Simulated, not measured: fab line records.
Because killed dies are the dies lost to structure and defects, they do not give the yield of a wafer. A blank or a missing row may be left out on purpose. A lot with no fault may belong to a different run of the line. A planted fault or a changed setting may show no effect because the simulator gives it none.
fab line records | flow n5_finfet
[record] lots = 7 | wafers = 21 | last_day = 17
route steps=1938 shown BEOL_M8@1352
lots that met no fault: taken from a fault-free run of the same line
start_h: hours from the record's opening day to when the first of the lot's shown wafers began | wait_h: hours elapsed since this lot's preceding step | " as in the row above | L1.1+2: one row covering several wafers at once | - no value, or no start was given | * or withheld: withheld | < > ~ a bound
route shown NAME@n: a module of which the file shows steps, and the number in the route of the first | usual: mean/standard deviation of fault-free wafers | same: alike in all rows | chamber/n: place in a boat | sites: the reading at each site | _std_site: standard deviation across them | _edge_site: the outer-site mean with the inner-site mean subtracted | radius_mm: for every site, how far away it sits from the centre of the wafer | mask NAME#n: copy n | behind: tool/chamber where the wafer was last shaped | hold: why the lot was held/for how many hours/how that ended | device: names the non-switching transistor (n, p or np) | end of line: the route-end tests of the same wafers | where a step has no rows: the recipe by itself | killed: not the wafer's yield, but the dies lost to structure and defects at the first sort | map: shows each die of a wafer: x if killed, . if not, _ if none is there
set.NAME: the setting that was run; set.NAME@STEP: the one run at that earlier step | model.NAME: the simulator's own value behind a step, which no gauge read
lots seen at some steps along the route; tables by step, rows by wafer
services: the hour from which a tool's chamber was out of use, counted from the record's first day as start_h (under 0 if before that day), plus the number of hours and why
[[steps]]
[step N5_BEOL_M8_STRIP_67]
[recipe] chemistry = CF4 | resist = SiARC | power_w = 300 | bias_power_w = 75 | pressure_mtorr = 50 | cf4_flow_sccm = 150 | rf_frequency_hz = 6e+07
[usual] drypump_motor_current_A = 5.7/0.37 | oes_product_au = 0.79/0.09 | rf_vpp_V = 271.1/1.6 | showerhead_plenum_p_Torr = 1.79/0.056 | throttle_valve_pct = 13.68/0.25
lot.wafer | tool        | chamber | start_h | wait_h | drypump_motor_current_A | oes_product_au | rf_hours_counter_h | rf_vpp_V | showerhead_plenum_p_Torr | throttle_valve_pct
L200.1    | rie_diel-02 | 3       | 191.26  | 0.0    | 5.7                     | 0.84           | 60                 | 272.7    | 1.87                     | 13.37
L200.2    | "           | 2       | "       | "      | 5.0                     | 0.72           | 204                | 272.0    | 1.79                     | 13.81
L200.4    | "           | 0       | "       | "      | 5.3                     | 0.86           | 48                 | 273.4    | 1.82                     | 13.67
L206.1    | rie_diel-06 | 3       | 233.27  | 0.0    | 5.9                     | 0.99           | 0                  | 270.6    | 1.75                     | 13.60
L206.3    | "           | 2       | "       | "      | 5.3                     | 0.71           | 234                | 269.1    | 1.69                     | 13.82
L206.5    | "           | 0       | "       | "      | 5.9                     | 0.98           | -                  | 271.3    | 1.81                     | 13.19
L208.1    | rie_diel-04 | 0       | 237.38  | 0.0    | 6.1                     | 0.76           | 126                | 269.2    | 1.74                     | 13.62
L208.2    | "           | 1       | "       | "      | 5.4                     | 0.84           | 78                 | 273.2    | 1.81                     | 13.57
L208.3    | "           | 3       | "       | "      | 5.6                     | 0.71           | 220                | 270.1    | 1.79                     | 14.01
L207.3    | rie_diel-02 | 0       | 241.66  | 0.0    | 5.3                     | 0.84           | 67                 | 272.9    | 1.82                     | 13.71
L207.5    | "           | 2       | "       | "      | 5.0                     | 0.70           | -                  | 269.2    | 1.79                     | 13.83
L207.6    | "           | 3       | "       | "      | 5.7                     | 0.82           | -                  | 273.6    | 1.87                     | 13.43
L213.3    | rie_diel-02 | 0       | 275.73  | 0.0    | 5.3                     | 0.82           | 80                 | 272.4    | 1.82                     | 13.75
L213.5    | "           | 1       | "       | "      | 5.5                     | 0.69           | -                  | 273.5    | 1.85                     | 14.03
L213.6    | "           | 3       | "       | "      | 5.8                     | 0.80           | -                  | 273.6    | 1.86                     | 13.45
L217.1    | rie_diel-02 | 0       | 291.24  | 0.0    | 5.3                     | 0.82           | 87                 | 271.4    | 1.81                     | 13.75
L217.3    | "           | 1       | "       | "      | 5.6                     | 0.68           | 243                | 270.9    | 1.85                     | 14.02
L217.5    | "           | 1       | "       | "      | 5.6                     | 0.69           | -                  | 272.7    | 1.85                     | 14.06
L222.1    | rie_diel-06 | 1       | 335.65  | 0.0    | 6.1                     | 0.88           | 30                 | 271.5    | 1.83                     | 13.50
L222.4    | "           | 0       | "       | "      | 5.9                     | 0.89           | 45                 | 272.1    | 1.80                     | 13.26
L222.5    | "           | 2       | "       | "      | 5.3                     | 0.92           | -                  | 274.3    | 1.89                     | 13.33
[step N5_BEOL_M8_HM_OPEN_17]
[recipe] chemistry = Cl2/BCl3 | target_depth_a = 200 | overetch_a = 60 | target = TiN | mask_material = SOC | ion_energy_ev = 150 | pressure_mtorr = 10 | icp_w = 1000 | bias_w = 126 | Cl2_flow_sccm = 53.25 | bcl3_flow_sccm = 21.75 | Ar_flow_sccm = 25
[usual] bcl3_flow_sccm = 21.76/0.069 | drypump_motor_current_A = 5.8/0.42 | oes_product_au = 0.65/0.08 | throttle_valve_pct = 22.18/0.28
lot.wafer | tool         | chamber | start_h | wait_h | bcl3_flow_sccm | drypump_motor_current_A | oes_product_au | rf_hours_counter_h | throttle_valve_pct
L200.1    | rie_metal-03 | 1       | 191.30  | 0.0    | 21.74          | 5.7                     | 0.79           | 5                  | 21.66
L200.2    | "            | 0       | "       | "      | 21.82          | 5.8                     | 0.61           | 75                 | 22.44
L200.4    | "            | 1       | "       | "      | 21.75          | 5.7                     | 0.79           | -                  | 21.64
L206.1    | rie_metal-01 | 0       | 233.31  | 0.0    | 21.79          | 5.4                     | 0.73           | 13                 | 22.07
L206.3    | "            | 0       | "       | "      | 21.77          | 5.4                     | 0.72           | -                  | 22.07
L206.5    | "            | 0       | "       | "      | 21.71          | 5.4                     | 0.73           | -                  | 22.08
L208.1    | rie_metal-02 | 1       | 237.42  | 0.0    | 21.67          | 5.3                     | 0.66           | 46                 | 22.49
L208.2    | "            | 0       | "       | "      | 21.87          | 5.9                     | 0.54           | 105                | 22.33
L208.3    | "            | 0       | "       | "      | 21.88          | 5.9                     | 0.54           | -                  | 22.32
L207.3    | rie_metal-01 | 1       | 241.74  | 0.1    | 21.80          | 6.5                     | 0.59           | -                  | 22.30
L207.5    | "            | 0       | "       | "      | 21.73          | 5.4                     | 0.74           | -                  | 22.04
L207.6    | "            | 1       | "       | "      | 21.88          | 6.5                     | 0.59           | -                  | 22.31
L213.3    | rie_metal-01 | 1       | 275.81  | 0.1    | 21.68          | 6.4                     | 0.58           | -                  | 22.32
L213.5    | "            | 0       | "       | "      | 21.69          | 5.4                     | 0.71           | -                  | 22.08
L213.6    | "            | 1       | "       | "      | 21.63          | 6.5                     | 0.58           | -                  | 22.31
L217.1    | rie_metal-02 | 0       | 291.28  | 0.0    | 21.67          | 5.9                     | 0.54           | 109                | 22.32
L217.3    | "            | 1       | "       | "      | 21.76          | 5.3                     | 0.65           | -                  | 22.49
L217.5    | "            | 0       | "       | "      | 21.75          | 5.9                     | 0.53           | -                  | 22.34
L222.1    | rie_metal-01 | 0       | 335.69  | 0.0    | 21.80          | 5.4                     | 0.70           | 23                 | 22.08
L222.4    | "            | 1       | "       | "      | 21.75          | 6.5                     | 0.57           | -                  | 22.33
L222.5    | "            | 0       | "       | "      | 21.71          | 5.4                     | 0.70           | -                  | 22.08
[step N5_BEOL_M8_STRIP_19]
[recipe] chemistry = O2 | power_w = 400 | temp_c = 40 | pressure_mtorr = 30 | rf_frequency_hz = 6e+07 | bias_power_w = 0 | overash_fraction = 0.2 | o2_flow_sccm = 225
[usual] drypump_motor_current_A = 5.8/0.35 | oes_product_au = 0.81/0.11 | rf_vpp_V = 3.6/0.61 | showerhead_plenum_p_Torr = 2.08/0.067 | throttle_valve_pct = 16.76/0.23
lot.wafer | tool        | chamber | start_h | wait_h | drypump_motor_current_A | oes_product_au | rf_hours_counter_h | rf_vpp_V | showerhead_plenum_p_Torr | throttle_valve_pct
L200.1    | rie_diel-06 | 0       | 191.42  | 0.1    | 6.0                     | 0.65           | 284                | 5.0      | 2.12                     | 16.87
L200.2    | "           | 3       | "       | "      | 5.9                     | 0.68           | 255                | 3.9      | 2.06                     | 17.31
L200.4    | "           | 2       | "       | "      | 5.3                     | 0.71           | -                  | 2.8      | 1.99                     | 16.95
L206.1    | rie_diel-06 | 0       | 233.42  | 0.1    | 5.9                     | 0.99           | 5                  | 3.7      | 2.12                     | 16.34
L206.3    | "           | 2       | "       | "      | 5.3                     | 0.70           | 234                | 3.0      | 1.98                     | 16.98
L206.5    | "           | 3       | "       | "      | 5.9                     | 1.00           | -                  | 3.8      | 2.05                     | 16.83
L208.1    | rie_diel-06 | 3       | 237.61  | 0.2    | 5.9                     | 0.97           | 3                  | 4.0      | 2.05                     | 16.81
L208.2    | "           | 2       | "       | "      | 5.3                     | 0.70           | 237                | 4.4      | 1.98                     | 16.98
L208.3    | "           | 0       | "       | "      | 6.0                     | 0.97           | 8                  | 2.8      | 2.12                     | 16.34
L207.3    | rie_diel-06 | 2       | 241.83  | 0.1    | 5.2                     | 0.70           | 238                | 3.3      | 1.98                     | 16.96
L207.5    | "           | 2       | "       | "      | 5.3                     | 0.70           | -                  | 3.5      | 1.98                     | 16.98
L207.6    | "           | 3       | "       | "      | 5.9                     | 0.96           | -                  | 3.5      | 2.05                     | 16.84
L213.3    | rie_diel-06 | 1       | 276.11  | 0.3    | 6.1                     | 0.93           | 7                  | 3.0      | 2.14                     | 16.53
L213.5    | "           | 0       | "       | "      | 6.0                     | 0.93           | -                  | 4.0      | 2.12                     | 16.38
L213.6    | "           | 1       | "       | "      | 6.1                     | 0.95           | -                  | 4.8      | 2.14                     | 16.54
L217.1    | rie_diel-06 | 0       | 291.42  | 0.1    | 6.0                     | 0.93           | 29                 | 4.3      | 2.11                     | 16.38
L217.3    | "           | 3       | "       | "      | 5.9                     | 0.91           | 23                 | 2.7      | 2.04                     | 16.85
L217.5    | "           | 1       | "       | "      | 6.1                     | 0.94           | -                  | 2.4      | 2.14                     | 16.54
L222.1    | rie_diel-04 | 1       | 335.80  | 0.1    | 5.4                     | 0.81           | 116                | 3.6      | 2.10                     | 16.74
L222.4    | "           | 0       | "       | "      | 6.2                     | 0.74           | -                  | 3.3      | 2.01                     | 16.81
L222.5    | "           | 1       | "       | "      | 5.4                     | 0.81           | -                  | 3.7      | 2.10                     | 16.75
[step N5_BEOL_M8_CD_MEAS_18]
[recipe] pitch_nm = 80 | target_cd_nm = 40
[usual] cd_nm = 39.9/0.67
lot.wafer | tool      | chamber | start_h | wait_h | cd_nm
L200.1    | cd_sem-03 | -       | 191.49  | 0.0    | 39.5
L200.2    | "         | -       | "       | "      | 39.4
L200.4    | "         | -       | "       | "      | 40.2
L206.1    | cd_sem-02 | -       | 233.49  | 0.0    | 38.5
L206.3    | "         | -       | "       | "      | 40.3
L206.5    | "         | -       | "       | "      | 40.2
L208.1    | cd_sem-02 | -       | 237.68  | 0.0    | 40.7
L208.2    | "         | -       | "       | "      | 39.9
L208.3    | "         | -       | "       | "      | 40.4
L207.3    | cd_sem-02 | -       | 241.91  | 0.1    | 38.6
L207.5    | "         | -       | "       | "      | 38.4
L207.6    | "         | -       | "       | "      | 38.6
L213.3    | cd_sem-02 | -       | 276.18  | 0.1    | 39.9
L213.5    | "         | -       | "       | "      | 39.8
L213.6    | "         | -       | "       | "      | 39.9
L217.1    | cd_sem-01 | -       | 291.49  | 0.0    | 40.3
L217.3    | "         | -       | "       | "      | 40.2
L217.5    | "         | -       | "       | "      | 40.1
L222.1    | cd_sem-02 | -       | 335.87  | 0.0    | 40.5
L222.4    | "         | -       | "       | "      | 39.5
L222.5    | "         | -       | "       | "      | 40.3
[step N5_BEOL_M8_COAT_63]
[recipe] resist = SOC | temp_c = 250 | time_s = 60 | spin_rpm = 1500 | resist_thk_nm = 60
[step N5_BEOL_M8_COAT_64]
[recipe] resist = SiARC | temp_c = 220 | time_s = 60 | spin_rpm = 1500 | resist_thk_nm = 12
[step N5_BEOL_M8_COAT_71]
[recipe] resist = underlayer | temp_c = 205 | time_s = 60 | spin_rpm = 1500 | resist_thk_nm = 5
[step N5_BEOL_M8_COAT_22]
[recipe] resist = CAR-EUV | spin_rpm = 1500 | resist_thk_nm = 30
[step N5_BEOL_M8_EBR_24]
[recipe] solvent = PGMEA | ebr_width_mm = 1.5
[step N5_BEOL_M8_SOFTBAKE_23]
[recipe] temp_c = 110 | time_s = 60 | resist = CAR-EUV
[step N5_BEOL_M8_EXPOSE_25]
[recipe] mask_id = V7 | na = 0.33 | source_shape = annular | sigma_inner = 0.4 | sigma_outer = 0.8 | polarization = unpolarized | target_cd_nm = 40 | dose_mj = 42.5
[step N5_BEOL_M8_PEB_26]
[recipe] peb_temp_c = 100 | peb_time_s = 60 | resist = CAR-EUV
[step N5_BEOL_M8_DEVELOP_27]
[recipe] develop_time_s = 30 | developer = TMAH | resist = CAR-EUV | rinse_liquid = surfactant_rinse | dry = air_spin | dev_temp_c = 23
[usual] chill_plate_temp_C = 23.01/0.11 | develop_time_s = 30/0 | resist_line_temp_C = 22.98/0.1
lot.wafer | tool           | chamber | start_h | wait_h | chill_plate_temp_C | develop_time_s | resist_line_temp_C | model.CAR-EUV_of_BEOL_M8_COAT_22.thk_nm
L200.1    | litho_track-03 | 0       | 193.40  | -      | 22.82              | 30             | 22.95              | 29.6
L200.2    | "              | 0       | "       | "      | 22.87              | 30             | 22.90              | 29.6
L200.4    | "              | 0       | "       | "      | 22.99              | 30             | 22.96              | 29.6
L206.1    | litho_track-03 | -       | 233.74  | -      | -                  | -              | -                  | 30
L206.3    | "              | -       | "       | "      | -                  | -              | -                  | 30
L206.5    | "              | -       | "       | "      | -                  | -              | -                  | 30
L208.1    | litho_track-04 | -       | 238.10  | -      | -                  | -              | -                  | 30
L208.2    | "              | -       | "       | "      | -                  | -              | -                  | 30
L208.3    | "              | -       | "       | "      | -                  | -              | -                  | 30
L207.3    | litho_track-05 | -       | 243.82  | -      | -                  | -              | -                  | 30
L207.5    | "              | -       | "       | "      | -                  | -              | -                  | 30
L207.6    | "              | -       | "       | "      | -                  | -              | -                  | 30
L213.3    | litho_track-04 | 0       | 276.50  | -      | 22.89              | 30             | 22.94              | 29.6
L213.5    | "              | 0       | "       | "      | 22.93              | 30             | 22.80              | 29.6
L213.6    | "              | 0       | "       | "      | 22.97              | 30             | 23.02              | 29.6
L217.1    | litho_track-05 | 0       | 293.31  | -      | 22.93              | 30             | 22.85              | 29.4
L217.3    | "              | 0       | "       | "      | 22.79              | 30             | 23.11              | 29.6
L217.5    | "              | 0       | "       | "      | 23.01              | 30             | 23.13              | 29.4
L222.1    | litho_track-04 | 0       | 336.53  | -      | 23.03              | 30             | 22.86              | 29.6
L222.4    | "              | 0       | "       | "      | 23.05              | 30             | 22.85              | 29.4
L222.5    | "              | 0       | "       | "      | 23.07              | 30             | 23.03              | 29.6
[step N5_BEOL_M8_CD_MEAS_28]
[recipe] target_cd_nm = 40 | landing_energy_ev = 500 | detector = se_inlens
[usual] cd_nm = 40.05/0.25
[same] landing_energy_ev = 500
lot.wafer | tool      | chamber | start_h | wait_h | cd_nm
L200.1    | cd_sem-01 | 0       | 193.46  | -      | 40.04
L200.2    | "         | 0       | "       | "      | 39.96
L200.4    | "         | 0       | "       | "      | 39.91
L206.1    | cd_sem-02 | 0       | 233.80  | -      | -
L206.3    | "         | 0       | "       | "      | -
L206.5    | "         | 0       | "       | "      | -
L208.1    | cd_sem-03 | 0       | 238.16  | -      | -
L208.2    | "         | 0       | "       | "      | -
L208.3    | "         | 0       | "       | "      | -
L207.3    | cd_sem-03 | 0       | 243.88  | -      | -
L207.5    | "         | 0       | "       | "      | -
L207.6    | "         | 0       | "       | "      | -
L213.3    | cd_sem-02 | 0       | 276.56  | -      | 40.17
L213.5    | "         | 0       | "       | "      | 39.94
L213.6    | "         | 0       | "       | "      | 40.05
L217.1    | cd_sem-03 | 0       | 293.36  | -      | 40.15
L217.3    | "         | 0       | "       | "      | 40.22
L217.5    | "         | 0       | "       | "      | 39.81
L222.1    | cd_sem-02 | 0       | 336.59  | -      | 39.85
L222.4    | "         | 0       | "       | "      | 39.91
L222.5    | "         | 0       | "       | "      | 40.04
[[services]]
tool         | chamber | start_h | hours | kind
rie_diel-02  | -       | 192.75  | 0.2   | repair
rie_diel-06  | 0       | 198.38  | -     | clean
rie_diel-06  | 0       | 198.38  | -     | consumable_replace:focus_ring
rie_diel-06  | 0       | 198.38  | 20.0  | scheduled_down
rie_diel-06  | 0       | 198.38  | 20.0  | vent_cycle
rie_diel-04  | 0       | 208.52  | 8.1   | repair
rie_diel-06  | 3       | 218.47  | -     | clean
rie_diel-06  | 3       | 218.47  | -     | consumable_replace:focus_ring
rie_diel-06  | 3       | 218.47  | 14.5  | scheduled_down
rie_diel-06  | 3       | 218.47  | 14.5  | vent_cycle
rie_diel-06  | -       | 224.00  | 4.3   | pm
rie_metal-01 | 1       | 225.19  | 7.6   | repair
rie_diel-06  | 1       | 232.93  | -     | clean
rie_diel-06  | 1       | 232.93  | -     | consumable_replace:focus_ring
rie_diel-06  | 1       | 232.93  | 23.5  | scheduled_down
rie_diel-06  | 1       | 232.93  | 23.5  | vent_cycle
rie_diel-02  | 2       | 266.21  | 11.0  | repair
rie_metal-02 | 0       | 273.31  | 12.5  | repair
rie_diel-06  | 2       | 275.51  | -     | clean
rie_diel-06  | 2       | 275.51  | -     | consumable_replace:focus_ring
rie_diel-04  | -       | 279.19  | 1.3   | repair
rie_diel-04  | 2       | 280.55  | 4.1   | repair
rie_metal-03 | 0       | 302.78  | 1.7   | repair
rie_diel-06  | -       | 319.94  | 0.8   | repair
[[key]]
[first_sign] step = N5_BEOL_M8_DEVELOP_27 | reading = tool_record | direction = missing
effect none on later readings
[model_effect] step = N5_BEOL_M8_DEVELOP_27 | value = CAR-EUV_of_BEOL_M8_COAT_22.thk_nm | without = 29.44 | struck = 30
met_at N5_BEOL_M8_DEVELOP_27
struck_wafers L206.1,L206.3,L206.5,L207.3,L207.5,L207.6,L208.1,L208.2,L208.3
later_rows_left_out L206.1,L206.3,L206.5,L207.3,L207.5,L207.6,L208.1,L208.2,L208.3
sort_left_out L206.1,L206.3,L206.5,L207.3,L207.5,L207.6,L208.1,L208.2,L208.3
onset_between 193.40 233.74
[fault] kind = skipped_step_whole | tool = litho_track-03,litho_track-04,litho_track-05 | chamber = - | onset_h = 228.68 | steps = N5_BEOL_M8_DEVELOP_27 | scope = struck_lots_only
// sort_left_out: the simulated sort isn't trusted on such a fault, so these wafers' sort isn't shown, and their yield isn't known
// later_rows_left_out: the simulator's readings of these wafers behind a module that went badly wrong aren't trusted and aren't shown, but for the sort
